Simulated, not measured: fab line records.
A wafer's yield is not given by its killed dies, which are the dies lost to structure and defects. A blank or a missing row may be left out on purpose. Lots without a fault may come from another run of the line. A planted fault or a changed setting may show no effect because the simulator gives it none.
Comparing a struck lot with a sound one || flow n5_finfet || 39 out of 1938 route steps
Sound: the wafers L878.3, L878.5, L878.6. Wafers L882.1, L882.4, L882.6 were the ones struck. Last of all comes the cause.
For every step that has rows: the tool of each side, followed by ch and its chambers, followed by its first start. Under that, the readings that differ: sound wafers || struck wafers || difference of the means || sigmas: that difference in standard deviations of wafers without a fault.
alike: readings with means less than 2 such deviations apart, plus words and numbers identical on both sides. not compared: withheld readings, readings lacking a value on some wafer, bounds such as >300 that could conceal the same value, and numbers that have no deviation in the record and whose values overlap.
The two part at a step that has a row with sigmas, a row that says differs or no value, or rows on one side only. Numbers that have no deviation but don't overlap get no sigmas and don't part them. A reading that every wafer of one side lacks parts them only if that side has two wafers or more.

first, 11 steps without rows for these wafers: N5_BEOL_M0_CUTY_ETCH_62 (etches SiARC in CF4, time 58.5 s); N5_BEOL_M0_CUTY_ETCH_63 (etches SOC in N2/H2, target depth 82.7 nm, overetch 16.5 nm, time 124 s); N5_BEOL_M0_CUTY_STRIP_64 (strips in N2/H2); N5_BEOL_M0_ETCH_138 (etches SiCN in CH3F/O2, target depth 12 nm, time 31.6 s); N5_BEOL_M0_HM_OPEN_105 (chemistry Cl2/BCl3, target TiN, target depth 12 nm); N5_BEOL_M0_STRIP_140 (strips in CF4); N5_BEOL_M0_STRIP_104 (strips in N2/H2); N5_BEOL_M0_WET_ETCH_106 (etches SiO2 in DHF, target depth 130 nm, rinse time 30 s); N5_BEOL_M0_ETCH_128 (etches SiCN in CF4/N2, target depth 12 nm, overetch 5.1 nm, time 21.4 s); N5_BEOL_M0_TRENCH_ETCH_107 (etches SiOC in C4F6/O2, target depth 32.8 nm, time 16.4 s); N5_BEOL_M0_STRIP_142 (strips in N2/H2, time 10 s).
N5_BEOL_M0_HM_STRIP_129: strips TiN in peroxide tin strip, target depth 17 nm, time 108 s.
  sound on wet_bench-03 ch 0,1,6, day 5 18:37; struck on wet_bench-04 ch 0,5,6, day 6 20:34
  no value came back on the struck wafers for bath_guard_temp_C (C), bath_heat_duty_pct (%); on the sound wafers bath_guard_temp_C (C) reads 49.7 48.8 49.5
{"reading": "model.TiN_of_BEOL_M0_SAQP_HM_DEP_02.thk_nm (nm)", "sound": "0 0 0", "struck": "9.4 9.4 9.2", "difference": "+9.3", "sigmas": ""}
then, 18 steps without rows for these wafers: N5_BEOL_M0_SRD_130 (time 30 s); N5_BEOL_M0_ETCH_109 (etches SiCN in CH3F/O2, target depth 8 nm, overetch 2.4 nm, time 27.4 s); N5_BEOL_M0_STRIP_139 (strips in post etch residue remover, time 60 s); N5_BEOL_M0_SRD_111 (time 30 s); N5_BEOL_M0_DEGAS_112 (time 60 s); N5_BEOL_M0_PRE_CLEAN_113 (time 30 s); N5_BEOL_M0_ALD_136 (deposits TaN, pulse time 2 s, purge time 3 s, co reactant purge time 2 s); N5_BEOL_M0_SURFACE_TREAT_137; N5_BEOL_M0_CVD_115 (deposits Co from CCTBA/H2, time 120 s); N5_BEOL_M0_SPUTTER_116 (material Cu, target thk 4 nm, time 7.37 s); N5_BEOL_M0_ANNEAL_117 (time 60 s); N5_BEOL_M0_SPUTTER_132 (material Cu, target thk 4 nm, time 7.37 s); N5_BEOL_M0_ANNEAL_133 (time 60 s); N5_BEOL_M0_SPUTTER_134 (material Cu, target thk 4 nm, time 7.37 s); N5_BEOL_M0_ANNEAL_135 (time 60 s); N5_BEOL_M0_SPUTTER_141 (material Cu, target thk 4 nm, time 7.37 s); N5_BEOL_M0_ECD_118 (material Cu, target thk 300 nm); N5_BEOL_M0_ANNEAL_119 (time 90 s).
N5_BEOL_M0_CMP_120: polishes, stops on SiOC, t overpolish 6.9 s.
  sound on cmp-03 ch 0,1,3, day 5 21:56; struck on cmp-02 ch 0,1, day 7 00:23
{"reading": "barrier_field_endpoint_s (s)", "sound": "3.51 3.85 3.60", "struck": "14.73 15.82 14.62", "difference": "+11.40", "sigmas": "+71"}
  alike: motor_current_A, retaining_ring_pressure_frac
then, 6 steps without rows for these wafers: N5_BEOL_M0_PRE_CLEAN_131 (time 15 s); N5_BEOL_M0_CO_CAP_123 (material Co, precursor CCTBA/H2, target thk 2 nm, time 102.1 s); N5_BEOL_M0_PRE_CLEAN_124 (time 15 s); N5_BEOL_M0_DEP_125 (deposits SiCN from 3MS/NH3, target thk 8 nm, time 14 s); N5_BEOL_M1_ILD_DEP_00 (deposits SiOC from DEMS/O2, target thk 79 nm, time 15.3 s); N5_BEOL_M1_PECVD_72 (deposits SiO2 from TEOS/O2, target thk 16 nm, time 18 s).
N5_BEOL_M4_RC_MEAS_101:
  sound on prober-01 ch 0, day 7 13:34; struck on prober-01 ch 0, day 8 22:21
  alike: DIBL_N, DIBL_P, IOFF_N, IOFF_P, ION_N, ION_P, SS_N, SS_P, VT_N, VT_P
-- here the record skips 4 days between the struck wafers' starts before and after, leaving off in module BEOL_M4 and picking up in module PASSIVATION (first step shown: number 1936 of the route) --
N5_PASSIVATION_PROBE_49:
  sound: prober-02 at day 11 14:51; struck: prober-02 at day 13 07:41
{"reading": "defect_limited_yield (%)", "sound": "93.8 93.2 93.0", "struck": "83.8 84.4 84.3", "difference": -9.2, "sigmas": -6}
{"reading": "killed_at_M0_to_M3", "sound": "12 29 20", "struck": "123 119 117", "difference": "+99", "sigmas": "+9"}
{"reading": "killed_dies", "sound": "73 80 83", "struck": "191 184 185", "difference": "+108", "sigmas": "+6"}
{"reading": "killed_on_rim", "sound": "13 10 9", "struck": "20 27 24", "difference": "+13", "sigmas": "+3"}
{"reading": "sort_bin_5_function (%)", "sound": "3.4 3.6 3.9", "struck": "10.3 10.0 9.5", "difference": "+6.3", "sigmas": "+6"}
{"reading": "sort_bin_6_memory (%)", "sound": "2.7 2.9 2.7", "struck": "5.4 5.4 5.6", "difference": "+2.7", "sigmas": "+4"}
{"reading": "sort_bin_8_speed (%)", "sound": "0 0 0", "struck": "0 3.6 0", "difference": "+1", "sigmas": "+3"}
{"reading": "sort_n_pass", "sound": "1107 1100 1097", "struck": "989 954 995", "difference": -122, "sigmas": -6}
{"reading": "sort_yield_pct (%)", "sound": "93.8 93.2 93.0", "struck": "83.8 80.8 84.3", "difference": -10.4, "sigmas": -6}
  alike: killed_at_M4_up, killed_at_contacts, killed_at_front_end, killed_at_other, killed_open, killed_short, sort_bin_4_leakage

== WHERE THEY PART ==
At N5_BEOL_M0_HM_STRIP_129 first; at N5_PASSIVATION_PROBE_49 last (within this record only).

WHY: whatever the simulator had introduced
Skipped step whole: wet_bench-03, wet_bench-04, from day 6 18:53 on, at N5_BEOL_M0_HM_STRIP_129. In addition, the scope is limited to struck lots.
